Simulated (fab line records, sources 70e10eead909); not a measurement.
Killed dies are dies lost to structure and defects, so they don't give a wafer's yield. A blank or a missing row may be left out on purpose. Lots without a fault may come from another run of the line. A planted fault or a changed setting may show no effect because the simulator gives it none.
fab line records | flow nand_harc | part 2 of 2: steps 5 to 6 of 6
record lots=20 wafers=60 last_day=33
route steps=1302 shown P_ZERO_WELL@19 P_GATE@150 P_CONTACT@240 P_M0@272
lots that met no fault: from a run of the same line without faults
start_h: hours from the record's first day to the start of the lot's first wafer shown | wait_h: hours since the lot's step before | " the same as in the row above | L1.1+2: a row that stands for several wafers | - no value, or no start given | * or withheld: withheld | < > ~ a bound
route shown NAME@n: a module of which the file shows steps, and the number in the route of the first | usual: mean/standard deviation of fault-free wafers | same: alike in all rows | chamber/n: place in a boat | sites: the reading at each site | _std_site: their standard deviation | _edge_site: outer sites' mean less inner sites' | radius_mm: how far each site lies from the wafer's centre | mask NAME#n: copy n | behind: the tool/chamber that last shaped the wafer | hold: why the lot was held/for how many hours/how that ended | device: the transistor (n, p or np) that didn't switch | end of line: the same wafers' tests at the end of the route | a step without rows: its recipe alone | killed: dies lost to structure and defects at the first sort, not the wafer's yield | map: a wafer's dies, x killed, . not, _ none there
set.NAME: the setting as run; set.NAME@STEP: as run at that earlier step | model.NAME: the simulator's own value behind a step, which no gauge read
steps of the route over a sample of lots; a table a step, a row a wafer
services: from which hour (start_h, from the record's first day; less than 0 if before it) a tool's chamber was out of use, for how many hours, and why
## steps
# step NHARC_P_CONTACT_ETCH_31
# recipe target_depth_a=300 time_s=85.7 ion_energy_ev=120 over_etch_frac=1 ch3f_flow_sccm=50 o2_flow_sccm=30 ar_flow_sccm=200 rf_w=500 bias_w=100 chemistry=CH3F/O2
# usual bias_w=100.0/0.31 chamber_pressure_mTorr=25.000/0.026 drypump_motor_current_A=5.8/0.35 oes_product_au=0.979/0.019 rf_fwd_power_W=496.5/1.9 rf_vpp_V=245.0/1.2 showerhead_plenum_p_Torr=2.50/0.077 throttle_valve_pct=20.663/0.0084
# columns lot.wafer tool chamber start_h wait_h bias_w chamber_pressure_mTorr drypump_motor_current_A oes_product_au rf_fwd_power_W rf_hours_counter_h rf_vpp_V showerhead_plenum_p_Torr throttle_valve_pct
L074.3 rie_diel-01 1 - - 100.1 25.004 6.3 0.974 494.7 3.2 246.9 2.53 20.667
L074.2 " 3 " " 100.3 25.021 6.3 0.987 496.3 3.8 245.1 2.53 20.647
L074.6 " 1 " " 100.6 25.013 6.3 0.958 495.3 - 246.9 2.53 20.673
L075.3 rie_diel-05 3 - - 100.1 24.997 6.4 1.014 496.2 2.3 245.8 2.51 20.663
L075.4 " 2 " " 100.7 25.014 5.4 0.982 497.4 2.6 243.5 2.44 20.674
L075.6 " 0 " " 100.0 25.010 6.0 0.964 493.5 - 245.9 2.53 20.667
L076.1 rie_diel-05 2 - - 100.8 24.982 5.4 0.949 495.0 3.1 244.9 2.44 20.658
L076.6 " 2 " " 100.3 24.960 5.4 0.948 496.7 - 243.8 2.44 20.662
L076.5 " 3 " " 99.7 24.996 6.4 0.968 496.5 - 242.9 2.51 20.658
L077.4 rie_diel-12 0 - - 99.9 24.999 6.0 1.000 495.1 1.1 244.8 2.40 20.671
L077.1 " 3 " " 99.7 24.969 5.6 0.974 497.4 1.1 244.3 2.49 20.655
L077.5 " 0 " " 99.9 25.034 6.0 0.995 496.1 - 243.8 2.40 20.668
L079.4 rie_diel-05 2 - - 99.6 24.972 5.4 0.993 493.7 4.9 243.8 2.44 20.663
L079.1 " 3 " " 100.2 25.024 6.4 1.003 497.8 4.7 245.4 2.51 20.657
L079.6 " 2 " " 100.0 25.022 5.4 0.982 493.6 - 245.6 2.44 20.665
L078.3 rie_diel-12 1 - - 99.6 24.973 5.8 0.981 497.5 1.4 245.9 2.61 20.662
L078.1 " 2 " " 100.0 24.938 5.9 1.005 497.0 1.7 245.7 2.57 20.667
L078.5 " 1 " " 99.8 24.990 5.9 0.984 498.1 - 245.3 2.61 20.666
L080.1 rie_diel-01 1 - - 100.2 25.002 6.3 0.934 494.0 4.5 244.9 2.53 20.668
L080.2 " 2 " " 100.0 24.985 5.7 0.950 497.2 5.1 243.3 2.30 20.663
L080.5 " 0 " " 100.2 24.979 4.8 0.981 497.9 - 243.9 2.46 20.661
L083.2 rie_diel-12 3 - - 99.6 25.023 5.6 0.969 495.0 3.4 244.5 2.49 20.673
L083.3 " 1 " " 99.9 25.005 5.8 0.989 499.4 2.8 246.8 2.61 20.654
L083.4 " 2 " " 99.7 25.004 5.9 0.993 498.8 3.1 244.9 2.57 20.676
L085.3 rie_diel-12 3 - - 99.7 25.017 5.6 0.983 496.7 4.3 244.6 2.49 20.652
L085.4 " 2 " " 99.7 25.013 5.8 0.985 500.4 4.0 245.6 2.57 20.678
L085.5 " 0 " " 100.6 24.988 6.0 1.003 499.0 - 244.0 2.40 20.668
L086.4 rie_diel-01 3 - - 100.1 25.028 6.3 0.958 494.0 0.7 245.4 2.53 20.656
L086.6 " 0 " " 99.9 24.989 4.8 0.933 499.7 - 244.5 2.46 20.663
L086.5 " 1 " " 100.2 24.989 6.3 0.931 494.6 - 245.3 2.53 20.667
L087.1 rie_diel-12 1 - - 99.8 25.011 5.8 0.992 498.5 4.0 246.0 2.61 20.658
L087.6 " 3 " " 100.3 25.000 5.6 0.999 492.5 - 245.0 2.49 20.678
L087.5 " 0 " " 100.0 25.035 6.0 1.006 498.6 - 243.2 2.40 20.666
L088.1 rie_diel-12 0 - - 99.9 25.022 5.9 0.997 494.9 5.2 242.9 2.40 20.660
L088.4 " 2 " " 99.8 24.988 5.9 1.007 496.0 5.4 245.1 2.57 20.659
L088.6 " 3 " " 99.8 24.974 5.6 0.977 495.6 - 243.8 2.49 20.656
L089.2 rie_diel-12 2 - - 100.0 25.019 5.9 0.999 497.3 5.8 246.3 2.57 20.654
L089.6 " 1 " " 100.2 24.974 5.8 0.988 498.2 - 246.4 2.61 20.665
L089.5 " 2 " " 100.0 25.001 5.9 0.998 496.8 - 244.7 2.57 20.661
L090.1 rie_diel-12 1 - - 99.5 24.997 5.8 0.997 499.1 0.5 245.6 2.61 20.649
L090.4 " 3 " " 99.6 24.828 5.6 0.980 494.6 - 245.6 2.49 20.653
L090.5 " 1 " " 100.1 25.041 5.8 0.986 496.8 - 245.6 2.61 20.666
L092.2 rie_diel-05 1 - - 100.1 24.979 6.0 0.978 497.4 3.5 246.1 2.57 20.645
L092.3 " 2 " " 99.9 25.004 5.4 0.982 495.0 3.4 243.7 2.44 20.662
L092.4 " 3 " " 99.7 25.011 6.4 0.999 495.5 3.6 245.5 2.50 20.663
L093.4 rie_diel-12 2 - - 100.4 25.036 5.9 0.987 497.5 0.8 245.4 2.57 20.674
L093.2 " 3 " " 99.3 25.006 5.6 0.983 495.9 1.3 244.5 2.49 20.665
L093.6 " 0 " " 99.7 24.996 6.0 0.960 497.2 - 245.8 2.40 20.674
L094.1 rie_diel-12 2 - - 99.6 25.029 5.9 1.004 495.0 1.1 247.1 2.57 20.668
L094.4 " 3 " " 99.8 25.045 5.6 0.999 494.9 1.6 243.0 2.49 20.647
L094.6 " 2 " " 100.1 25.018 5.9 1.003 494.3 - 246.8 2.57 20.655
L095.2 rie_diel-01 1 - - 100.1 24.996 6.3 0.963 491.6 2.5 244.2 2.53 20.654
L095.5 " 1 " " 99.6 24.997 6.3 0.949 493.6 - 245.8 2.53 20.665
L095.6 " 2 " " 99.7 24.976 5.7 0.956 497.7 - 241.4 2.30 20.664
L096.1 rie_diel-05 2 - - 100.7 24.992 5.4 0.981 497.2 5.9 244.7 2.44 20.663
L096.3 " 0 " " 100.2 24.993 6.0 0.960 494.7 5.8 244.9 2.52 20.655
L096.6 " 2 " " 100.7 24.990 5.4 0.992 494.2 - 244.3 2.44 20.672
L097.2 rie_diel-05 1 - - 100.1 25.010 5.9 0.989 497.0 6.2 245.8 2.57 20.658
L097.1 " 2 " " 99.6 24.959 5.4 0.990 496.7 6.3 243.2 2.44 20.669
L097.3 " 0 " " 100.1 25.005 6.0 0.966 498.2 6.3 245.1 2.52 20.668
# step NHARC_P_M0_DEGAS_28
# recipe temp_c=250 time_s=60
# usual heater_power_w=334/27
# columns lot.wafer tool chamber start_h wait_h heater_power_w
L074.2 pvd_sputter-02 - 119.87 - 344
L074.3 " - " " 327
L074.6 " - " " 339
L075.3 pvd_sputter-02 - 127.49 - 330
L075.4 " - " " 324
L075.6 " - " " 333
L076.1 pvd_sputter-03 - 144.07 - 337
L076.5 " - " " 323
L076.6 " - " " 336
L077.4 pvd_sputter-03 - 150.03 - 283
L077.1 " - " " 397
L077.5 " - " " 279
L079.4 pvd_sputter-02 - 172.73 - 322
L079.1 " - " " 336
L079.6 " - " " 333
L078.1 pvd_sputter-02 - 173.26 - 338
L078.3 " - " " 320
L078.5 " - " " 338
L080.2 pvd_sputter-01 - 191.17 - 366
L080.1 " - " " 318
L080.5 " - " " 354
L083.4 pvd_sputter-01 - 221.26 - 312
L083.3 " - " " 367
L083.2 " - " " 337
L085.3 pvd_sputter-02 - 235.46 - 334
L085.4 " - " " 335
L085.5 " - " " 337
L086.4 pvd_sputter-03 - 241.77 - 390
L086.5 " - " " 404
L086.6 " - " " 332
L087.1 pvd_sputter-03 - 247.69 - 333
L087.5 " - " " 340
L087.6 " - " " 264
L088.4 pvd_sputter-01 - 266.46 - 360
L088.1 " - " " 314
L088.6 " - " " 313
L089.2 pvd_sputter-02 - 270.07 - 337
L089.5 " - " " 343
L089.6 " - " " 337
L090.4 pvd_sputter-03 - 290.50 - 396
L090.1 " - " " 273
L090.5 " - " " 382
L092.2 pvd_sputter-02 - 308.90 - 336
L092.3 " - " " 329
L092.4 " - " " 322
L093.4 pvd_sputter-01 - 309.36 - 313
L093.2 " - " " 361
L093.6 " - " " 319
L094.4 pvd_sputter-03 - 323.43 - 271
L094.1 " - " " 408
L094.6 " - " " 332
L095.2 pvd_sputter-01 - 342.91 - 357
L095.6 " - " " 316
L095.5 " - " " 374
L096.3 pvd_sputter-01 - 354.21 - 364
L096.1 " - " " 334
L096.6 " - " " 356
L097.2 pvd_sputter-01 - 357.31 - 316
L097.3 " - " " 334
L097.1 " - " " 315
## services
# columns tool chamber start_h hours kind
rie_diel-08 2 5.31 6.9 repair
rtp_anneal-02 - 12.00 12.0 pm
rie_diel-08 - 13.80 9.0 pm
rie_diel-10 2 46.63 5.6 repair
rie_diel-12 2 48.12 9.6 repair
rie_diel-10 0 50.72 20.0 repair
rie_diel-10 - 65.50 9.0 pm
rie_diel-10 1 78.81 10.1 repair
rie_diel-12 - 91.46 9.0 pm
rie_diel-12 1 139.26 4.8 repair
rie_diel-12 2 146.82 6.7 repair
rie_diel-12 1 159.29 3.9 repair
rie_diel-08 - 190.80 9.0 pm
rie_diel-12 0 208.82 1.9 repair
rie_diel-10 - 242.50 9.0 pm
rie_diel-08 - 262.65 0.3 repair
rie_diel-12 3 264.07 2.9 repair
rie_diel-12 - 268.49 9.0 pm
rie_diel-10 - 276.55 0.3 repair
rie_diel-10 0 281.81 17.0 repair
rie_diel-12 - 299.90 0.9 repair
rie_diel-08 2 324.83 2.6 repair
rie_diel-12 1 345.71 34.8 repair
rie_diel-08 1 353.78 1.6 repair
